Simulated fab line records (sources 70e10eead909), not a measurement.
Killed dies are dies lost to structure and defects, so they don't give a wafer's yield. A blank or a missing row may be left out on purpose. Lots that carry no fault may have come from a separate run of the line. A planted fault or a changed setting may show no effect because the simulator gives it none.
Which tool was responsible? || flow nand-harc || 6 lots, 17 wafers sampled, at 4 steps of a route of 1159

WHAT EACH GAUGE READ, for each wafer
NHARC_P_CONTACT_INSPECT_27.
{"lot": "L446", "measured": "day 6 06:59", "on": "defect-inspect-02", "raw-defect-count": "227 419 217"}
{"lot": "L451", "measured": "day 7 13:49", "on": "defect-inspect-01", "raw-defect-count": "202 214 141"}
{"lot": "L455", "measured": "day 8 00:01", "on": "defect-inspect-01", "raw-defect-count": "284 307"}
{"lot": "L461", "measured": "day 10 00:07", "on": "defect-inspect-01", "raw-defect-count": "447 377 368"}
{"lot": "L464", "measured": "day 10 21:00", "on": "defect-inspect-02", "raw-defect-count": "355 390 408"}
{"lot": "L467", "measured": "day 11 03:47", "on": "defect-inspect-02", "raw-defect-count": "660 493 560"}

WHAT TOOL EACH LOT RAN ON (gives the tool, then ch and the chambers of the sampled wafers, and finally the start)
{"lot": "L446", "NHARC_P_GATE_STRIP_95": "plasma-asher-01 ch 0,1, day 5 18:27", "NHARC_P_CONTACT_DESCUM_17": "rie-diel-08 ch 0,1, day 5 22:07", "NHARC_P_CONTACT_ALD_22": "ald-metal-03 ch 1,2, day 6 00:01"}
{"lot": "L451", "NHARC_P_GATE_STRIP_95": "plasma-asher-02 ch 0,1, day 7 02:46", "NHARC_P_CONTACT_DESCUM_17": "rie-diel-08 ch 1,2,3, day 7 06:25", "NHARC_P_CONTACT_ALD_22": "ald-metal-01 ch 0,2,3, day 7 08:18"}
{"lot": "L455", "NHARC_P_GATE_STRIP_95": "plasma-asher-01 ch 1, day 7 16:30", "NHARC_P_CONTACT_DESCUM_17": "rie-diel-06 ch 1,2, day 7 20:47", "NHARC_P_CONTACT_ALD_22": "ald-metal-01 ch 0,3, day 7 22:44"}
{"lot": "L461", "NHARC_P_GATE_STRIP_95": "plasma-asher-02 ch 0,1, day 9 07:11", "NHARC_P_CONTACT_DESCUM_17": "rie-diel-08 ch 0,1,3, day 9 10:56", "NHARC_P_CONTACT_ALD_22": "ald-metal-03 ch 0,1,2, day 9 12:53"}
{"lot": "L464", "NHARC_P_GATE_STRIP_95": "plasma-asher-02 ch 0,1, day 10 11:04", "NHARC_P_CONTACT_DESCUM_17": "rie-diel-06 ch 0,3, day 10 14:54", "NHARC_P_CONTACT_ALD_22": "ald-metal-03 ch 1,2,3, day 10 16:46"}
{"lot": "L467", "NHARC_P_GATE_STRIP_95": "plasma-asher-01 ch 0,1, day 10 20:57", "NHARC_P_CONTACT_DESCUM_17": "rie-diel-06 ch 1,2, day 11 00:38", "NHARC_P_CONTACT_ALD_22": "ald-metal-01 ch 1,2, day 11 02:31"}
- NHARC_P_GATE_STRIP_95: strips in O2.
- NHARC_P_CONTACT_DESCUM_17: chemistry O2, time 3 s.
- NHARC_P_CONTACT_ALD_22: deposits TiN, target thk 3 nm, pulse time 1 s, ald cycles 150.

THE ANSWER, worked out from the rows above alone
Rule: the usual values come from the lots themselves. Put in order of their means at a reading, lots are off if they are a third of the lots or fewer, leave a main group of 4 or more, and stand apart from it by a gap of 3 or more times the standard deviation of the main group's means; of several such gaps the widest counts. A main group is skipped when, at the precision printed for the reading in the tables above, its means are all equal. A lot without any number at a reading at which 4 lots or more have one is off too. All remaining lots with rows at the step are treated as sound.
Nothing can be told from this: no lot is off at any reading shown.

WHAT HAD BEEN PUT IN BY THE SIMULATOR
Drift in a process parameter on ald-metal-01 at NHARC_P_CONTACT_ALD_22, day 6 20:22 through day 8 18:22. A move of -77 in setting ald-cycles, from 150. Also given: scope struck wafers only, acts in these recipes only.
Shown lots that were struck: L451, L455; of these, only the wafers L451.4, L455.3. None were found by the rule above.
